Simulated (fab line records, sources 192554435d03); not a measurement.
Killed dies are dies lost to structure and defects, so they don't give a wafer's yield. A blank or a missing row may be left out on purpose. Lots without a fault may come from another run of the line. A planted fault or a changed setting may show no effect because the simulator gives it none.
One fault seen from 2 desks | flow n5_finfet | each desk has only its own numbers; what lay behind them comes last

THE TOOL OWNER'S DESK: pvd_sputter-01
The tool's own readings at N5_BEOL_M1_SPUTTER_94 (material Cu, target thk 4.5 nm, time 8.29 s): means of the sampled wafers that have a number, for each lot that ran on this tool. A lot is out of limits, marked OUT, if its mean lies more than 4 standard deviations from the usual mean; the brackets give that distance.
Columns: A = throttle_valve_pct at N5_BEOL_M1_SPUTTER_94, usual 30.1 %
lot  | first seen here | A
L740 | day 7 06:31     | 31.4
L744 | day 8 08:16     | 31.3
L751 | day 9 15:49     | 31.3
L752 | day 9 21:34     | 30.8
This desk's finding: nothing out of limits on any of the 4 lots.

THE METROLOGY DESK
What the gauges read, lot by lot, whatever tool the lot ran on: means of the sampled wafers that have a number. A lot is out of limits, marked OUT, if its mean lies more than 4 standard deviations from the usual mean; the brackets give that distance.
Columns: A = cd_nm at N5_PASSIVATION_CD_MEAS_10, usual 3000.3 nm
lot  | first seen here | A
L739 | day 13 21:47    | 3000.4
L740 | day 14 02:54    | 3004.2
L742 | day 14 17:25    | 3000.2
L745 | day 15 02:50    | 3001.1
L743 | day 15 06:01    | 2999.6
L744 | day 15 06:09    | 2998.7
L746 | day 15 15:19    | 2998.4
L751 | day 16 17:25    | 2999.0
L752 | day 17 15:56    | 2999.4
L760 | day 18 23:43    | 3000.7
L761 | day 19 09:53    | 2998.7
This desk's finding: nothing out of limits on any of the 11 lots.

PUT TOGETHER
The tool owner's desk saw nothing out of limits.
The metrology desk saw nothing out of limits.

WHAT THE SIMULATOR HAD PUT IN
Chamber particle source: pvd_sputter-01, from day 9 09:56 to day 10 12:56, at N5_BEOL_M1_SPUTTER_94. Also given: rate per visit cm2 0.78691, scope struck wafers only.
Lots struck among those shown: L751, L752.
